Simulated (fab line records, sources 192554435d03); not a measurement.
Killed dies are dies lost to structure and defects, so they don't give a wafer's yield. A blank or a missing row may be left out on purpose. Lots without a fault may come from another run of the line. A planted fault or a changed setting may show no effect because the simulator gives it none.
A struck lot beside a sound one | flow n5_finfet | 15 steps out of a route of 1938
Sound: wafers L768.3, L768.4, L768.5. Struck: wafers L777.2, L777.5, L777.6. The cause comes at the end.
At each step with rows: each side's tool, then ch and its chambers, then its first start. Under that, the readings that differ: sound wafers | struck wafers | difference of the means | sigmas: that difference in standard deviations of wafers without a fault.
alike: readings whose means differ by less than 2 such deviations, and words and numbers that are the same on both sides. not compared: withheld readings, readings that some wafer has no value for, bounds like >300 that may hide the same value, and numbers for which the record gives no deviation and whose values overlap.
The two part at a step that has a row with sigmas, a row that says differs or no value, or rows on one side only. Numbers that don't overlap but have no deviation are shown without sigmas and don't part them. A reading that every wafer of one side lacks parts them only if that side has two wafers or more.

N5_DUMMY_GATE_ETCH_42: etches SiO2 in CHF3/O2, target depth 3.5 nm, time 31 s.
  sound on rie_diel-02 ch 1,2, day 4 13:08; struck on rie_diel-02 ch 0,1,3, day 6 17:22
  alike: drypump_motor_current_A, mfc_ar_sccm, oes_product_au, rf_vpp_V, showerhead_plenum_p_Torr, throttle_valve_pct
  not compared: rf_hours_counter_h
N5_DUMMY_GATE_STRIP_48: strips in N2/H2, time 20 s.
  sound on rie_diel-02 ch 1,2, day 4 13:11; struck on rie_diel-02 ch 0,1,3, day 6 17:25
  alike: drypump_motor_current_A, oes_product_au, rf_vpp_V, showerhead_plenum_p_Torr, temp_c, throttle_valve_pct
  not compared: rf_hours_counter_h
then, 5 steps without rows for these wafers: N5_DUMMY_GATE_PRECLEAN_33 (cleans in dHF, time 10 s); N5_DUMMY_GATE_PRECLEAN_25 (cleans in O3/DIW, time 45 s); N5_DUMMY_GATE_PRECLEAN_51 (cleans in SC2, time 45 s); N5_DUMMY_GATE_SRD_26 (time 30 s); N5_DUMMY_GATE_UV_OZONE_45 (time 120 s).
N5_DUMMY_GATE_INSPECT_27: inspects for defects (brightfield).
  sound on defect_inspect-02, day 4 13:23; struck on defect_inspect-01, day 6 17:37
  reading          | sound       | struck      | difference | sigmas
  raw_defect_count | 200 158 197 | 389 312 337 | +161       | +2
N5_SPACER0_ALD_07: deposits SiNx, target thk 2 nm.
  sound on ald_sin-01 ch 1,2,3, day 4 13:29; struck on ald_sin-03 ch 0,2,3, day 6 17:39
  alike: heater_power_w
N5_SPACER0_ALD_00: deposits SiOCN, target thk 3.5 nm, pulse time 3 s, purge time 2 s.
  sound on ald_sin-01 ch 1,2,3, day 4 13:38; struck on ald_sin-03 ch 0,2,3, day 6 17:48
  alike: heater_power_w, precursor_pulse_height_rel
N5_SPACER0_ALD_08: deposits SiNx, target thk 2 nm.
  sound on ald_sin-01 ch 1,2,3, day 4 13:53; struck on ald_sin-03 ch 0,2,3, day 6 18:04
  alike: heater_power_w
N5_SPACER0_INSPECT_04: inspects for defects (darkfield).
  sound on defect_inspect-01, day 4 14:03; struck on defect_inspect-01, day 6 18:13
  reading          | sound      | struck      | difference | sigmas
  raw_defect_count | 124 79 141 | 178 166 204 | +68        | +2
N5_SD_EPI_N_COAT_32: time 60 s, resist thk 350 nm.
  sound on litho_track-05 ch 0, day 4 14:05; struck on litho_track-05 ch 0, day 6 18:14
  reading                  | sound                | struck               | difference | sigmas
  heater_power_total_W (W) | 500.2 502.8 503.1    | 513.9 517.2 515.5    | +13.5      | +7
  plate_temp_C (C)         | 249.85 249.80 249.77 | 256.85 257.14 257.03 | +7.20      | +42
  alike: dispense_pressure_kPa
then, 1 step without rows for these wafers: N5_SD_EPI_N_COAT_33 (time 60 s, resist thk 35 nm).
-- the record jumps here: 5 days lie between the struck wafers' starts before and after (it left off in module SD_EPI_N and takes up again in module BEOL_M4, whose first step shown is number 1111 of the route) --
N5_BEOL_M4_RC_MEAS_101:
  sound on prober-01 ch 0, day 9 11:58; struck on prober-02 ch 0, day 11 20:04
  alike: DIBL_N, DIBL_P, IOFF_N, IOFF_P, ION_N, ION_P, SS_N, SS_P, VT_N, VT_P

WHERE THEY PART
First at N5_DUMMY_GATE_INSPECT_27; last, within this record, at N5_SD_EPI_N_COAT_32. Later steps at which nothing parts them and some readings are alike: N5_BEOL_M4_RC_MEAS_101.

WHY: what the simulator had put in
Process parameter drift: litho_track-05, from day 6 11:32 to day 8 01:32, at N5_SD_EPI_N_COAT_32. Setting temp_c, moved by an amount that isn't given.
